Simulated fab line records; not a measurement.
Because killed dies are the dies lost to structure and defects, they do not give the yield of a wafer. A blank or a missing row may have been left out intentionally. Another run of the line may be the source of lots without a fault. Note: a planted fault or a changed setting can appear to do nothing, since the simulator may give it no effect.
Matching of chambers    flow nandHarc    rieDiel-03 running NHARC_P_M0_DESCUM_14: 4 sister chambers
The step chemistry O2, time 3 s. 8 wafers are shown with their chamber, then 12 later ones without.

== WAFERS WITH THEIR CHAMBER ==
wafer   chamber  drypumpMotorCurrentA (A)  showerheadPlenumPTorr (Torr)
L087.2  3        5.4                       2.03
L087.5  1        6.0                       1.98
L092.1  2        5.5                       1.96
L092.2  0        5.0                       1.84
L092.3  1        6.0                       1.97
L093.3  2        5.4                       1.96
L093.4  0        5.0                       1.84
L093.6  3        5.4                       2.03

== WAFERS WITHOUT THEIR CHAMBER ==
wafer   drypumpMotorCurrentA (A)  showerheadPlenumPTorr (Torr)
L094.2  4.9                       1.84
L094.5  5.0                       1.84
L094.6  6.0                       1.97
L095.2  4.9                       1.84
L095.4  5.4                       1.96
L095.5  5.0                       1.84
L096.1  5.4                       2.03
L096.3  6.0                       1.97
L096.4  5.5                       1.96
L097.2  5.0                       1.84
L097.4  5.4                       2.03
L097.6  5.4                       1.96

== EACH ONE'S CHAMBER ==
wafer   from the rows above  in truth
L094.2  0                    0
L094.5  0                    0
L094.6  1                    1
L095.2  0                    0
L095.4  2                    2
L095.5  0                    0
L096.1  3                    3
L096.3  1                    1
L096.4  2                    2
L097.2  0                    0
L097.4  3                    3
L097.6  2                    2
Placed correctly: 12 of 12. Number that these rows cannot place: 0. 0 placed wrongly.
How it was worked out, from the rows above alone: a wafer's distance from a chamber is the root of the sum, over the readings, of the square of ((its reading less the chamber's mean) divided by the reading's scatter). If the next closest chamber is less than 2 further off than the closest, the wafer can't be placed; otherwise it belongs to the closest. For every chamber, the mean is computed from those of its wafers that are shown. The scatter: take each reading less its chamber's mean, square it, sum over the shown wafers, divide by the number of wafers less the number of chambers, and take the root.
